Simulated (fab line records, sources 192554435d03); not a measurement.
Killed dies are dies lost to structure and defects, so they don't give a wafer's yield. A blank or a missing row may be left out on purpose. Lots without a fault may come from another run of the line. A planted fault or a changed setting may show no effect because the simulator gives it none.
A struck lot beside a sound one | flow n5_finfet | 14 steps out of a route of 1938
Sound: wafers L564.3, L564.5, L564.6. Struck: wafers L557.1, L557.3, L557.5. The cause comes at the end.
At each step with rows: each side's tool, then ch and its chambers, then its first start. Under that, the readings that differ: sound wafers | struck wafers | difference of the means | sigmas: that difference in standard deviations of wafers without a fault.
alike: readings whose means differ by less than 2 such deviations, and words and numbers that are the same on both sides. not compared: withheld readings, readings that some wafer has no value for, bounds like >300 that may hide the same value, and numbers for which the record gives no deviation and whose values overlap.
The two part at a step that has a row with sigmas, a row that says differs or no value, or rows on one side only. Numbers that don't overlap but have no deviation are shown without sigmas and don't part them. A reading that every wafer of one side lacks parts them only if that side has two wafers or more.

N5_MOL_CONTACT_COAG_CMP_28: polishes, stops on SiNx, t overpolish 0.85 s, target thk 14.522 nm.
  sound on cmp-03 ch 2,3, day 8 05:02; struck on cmp-03 ch 0,2,3, day 6 09:00
  alike: motor_current_A, time_to_endpoint_s
N5_MOL_CONTACT_COAG_THK_MEAS_29:
  sound on film_metro-02, day 8 05:17; struck on film_metro-01, day 6 09:13
  reading         | sound             | struck            | difference | sigmas
  MD_CAP_THK (nm) | 17.84 17.86 17.76 | 17.97 18.05 17.99 | +0.18      | +2
N5_MOL_CONTACT_COAG_ALD_123: deposits SiNx, target thk 5 nm, pulse time 1 s, purge time 2 s.
  sound on ald_sin-03 ch 1,2, day 8 05:46; struck on ald_sin-02 ch 1,3, day 6 09:16
  alike: heater_power_w, precursor_pulse_height_rel
then, 9 steps without rows for these wafers: N5_MOL_CONTACT_COAG_PECVD_31 (deposits SiO2 from TEOS/O2, target thk 46 nm, time 8.9 s); N5_MOL_CONTACT_COAG_COAT_75 (time 60 s, resist thk 60 nm); N5_MOL_CONTACT_COAG_COAT_76 (time 60 s, resist thk 10 nm); N5_MOL_CONTACT_COAG_COAT_77 (time 60 s, resist thk 10 nm); N5_MOL_CONTACT_COAG_COAT_78 (resist thk 40 nm); N5_MOL_CONTACT_COAG_EBR_80; N5_MOL_CONTACT_COAG_SOFTBAKE_79 (time 60 s); N5_MOL_CONTACT_COAG_EXPOSE_81 (exposes mask VG, defocus 0 nm); N5_MOL_CONTACT_COAG_PEB_82 (peb time 60 s).
N5_MOL_CONTACT_COAG_DEVELOP_83: develop time 30 s.
  sound on litho_track-01 ch 0, day 8 06:35; struck on litho_track-01, day 6 10:10
  no value came back on the struck wafers for chill_plate_temp_C (C), develop_time_s (s); on the sound wafers chill_plate_temp_C (C) reads 22.96 23.13 23.02
  reading                                               | sound          | struck   | difference | sigmas
  model.CAR-EUV_of_MOL_CONTACT_COAG_COAT_78.thk_nm (nm) | 39.6 39.6 39.6 | 40 40 40 | +0         |
N5_MOL_CONTACT_COAG_CD_MEAS_84: target cd 25.1 nm.
  sound on cd_sem-03 ch 0, day 8 06:38; struck on cd_sem-03 ch 0, day 6 10:14
  reading    | sound             | struck | difference                    | sigmas
  cd_nm (nm) | 25.11 24.77 24.80 | - - -  | no value on the struck wafers |

WHERE THEY PART
First at N5_MOL_CONTACT_COAG_THK_MEAS_29; last, within this record, at N5_MOL_CONTACT_COAG_CD_MEAS_84.

WHY: what the simulator had put in
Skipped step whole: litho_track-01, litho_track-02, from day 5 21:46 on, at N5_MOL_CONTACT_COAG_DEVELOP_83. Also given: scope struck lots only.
